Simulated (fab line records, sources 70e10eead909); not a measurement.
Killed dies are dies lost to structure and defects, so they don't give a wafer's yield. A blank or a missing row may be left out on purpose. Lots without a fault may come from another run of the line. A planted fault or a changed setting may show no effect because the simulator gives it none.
Chamber matching | flow nand_harc | NHARC_A_BLC_STRIP_29 on rie_diel-04: 4 sister chambers
The step strips in CF4. 8 wafers are shown with their chamber, then 7 later ones without.

WAFERS WITH THEIR CHAMBER
wafer  | chamber | showerhead_plenum_p_Torr (Torr) | oes_product_au (a.u.)
L173.6 | 1       | 1.87                            | 1.007
L186.2 | 2       | 1.89                            | 1.009
L186.3 | 1       | 1.86                            | 0.993
L184.2 | 3       | 1.74                            | 1.016
L184.3 | 0       | 1.88                            | 1.011
L184.4 | 2       | 1.89                            | 1.005
L185.1 | 3       | 1.74                            | 1.016
L185.2 | 0       | 1.88                            | 1.020

WAFERS WITHOUT THEIR CHAMBER
wafer  | showerhead_plenum_p_Torr (Torr) | oes_product_au (a.u.)
L185.5 | 1.89                            | 1.006
L190.1 | 1.74                            | 1.008
L190.4 | 1.86                            | 1.011
L190.5 | 1.86                            | 1.001
L192.2 | 1.88                            | 1.007
L192.3 | 1.89                            | 1.012
L192.5 | 1.74                            | 1.018

WHICH CHAMBER EACH WENT THROUGH
wafer  | from the rows above     | in truth
L185.5 | 2                       | 2
L190.1 | 3                       | 3
L190.4 | 1                       | 1
L190.5 | 1                       | 1
L192.2 | can't be placed: 0 or 2 | 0
L192.3 | 2                       | 2
L192.5 | 3                       | 3
Placed correctly: 6 of 7. Can't be placed from these rows: 1 (the true chamber is among the candidates in 1). Placed wrongly: 0.
How it was worked out, from the rows above alone: a wafer's distance from a chamber is the root of the sum, over the readings, of the square of ((its reading less the chamber's mean) divided by the reading's scatter). The wafer belongs to the nearest chamber; if the next one is less than 2 further off, it can't be placed. A chamber's mean is the mean of its shown wafers. The scatter: the root of (the sum of the squares of (reading less its chamber's mean) over the shown wafers, divided by (wafers less chambers)).
